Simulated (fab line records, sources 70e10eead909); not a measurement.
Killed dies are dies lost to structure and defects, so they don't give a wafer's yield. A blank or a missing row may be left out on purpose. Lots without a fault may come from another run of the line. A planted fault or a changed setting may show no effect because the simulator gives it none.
Chamber matching | flow nand_harc | NHARC_A_M0_CMP_23 on cmp-02: 4 sister chambers
The step polishes, t overpolish 20 s, target thk 113.75 nm. 4 wafers are shown with their chamber, then 10 later ones without.

WAFERS WITH THEIR CHAMBER
wafer  | chamber | time_to_endpoint_s (s)
L083.5 | 3       | 28.1
L088.5 | 1       | 30.5
L086.1 | 2       | 29.4
L086.2 | 0       | 29.4

WAFERS WITHOUT THEIR CHAMBER
wafer  | time_to_endpoint_s (s)
L086.4 | 31.0
L087.2 | 31.0
L087.3 | 29.3
L087.6 | 29.6
L093.2 | 30.3
L093.3 | 30.1
L093.6 | 34.3
L095.2 | 33.3
L095.3 | 33.0
L095.5 | 32.0

WHICH CHAMBER EACH WENT THROUGH
wafer  | from the rows above               | in truth
L086.4 | can't be placed: 1 or 0 or 2 or 3 | 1
L087.2 | can't be placed: 1 or 0 or 2 or 3 | 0
L087.3 | can't be placed: 0 or 2 or 1 or 3 | 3
L087.6 | can't be placed: 0 or 2 or 1 or 3 | 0
L093.2 | can't be placed: 1 or 0 or 2 or 3 | 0
L093.3 | can't be placed: 1 or 0 or 2 or 3 | 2
L093.6 | can't be placed: 1 or 0 or 2 or 3 | 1
L095.2 | can't be placed: 1 or 0 or 2 or 3 | 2
L095.3 | can't be placed: 1 or 0 or 2 or 3 | 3
L095.5 | can't be placed: 1 or 0 or 2 or 3 | 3
Placed correctly: 0 of 10. Can't be placed from these rows: 10 (the true chamber is among the candidates in 10). Placed wrongly: 0.
How it was worked out, from the rows above alone: a wafer's distance from a chamber is the root of the sum, over the readings, of the square of ((its reading less the chamber's mean) divided by the reading's scatter). The wafer belongs to the nearest chamber; if the next one is less than 2 further off, it can't be placed. A chamber's mean is the mean of its shown wafers. The scatter: with one shown wafer a chamber, the root of the mean of the squares of how far each hidden wafer lies from its nearest shown one.
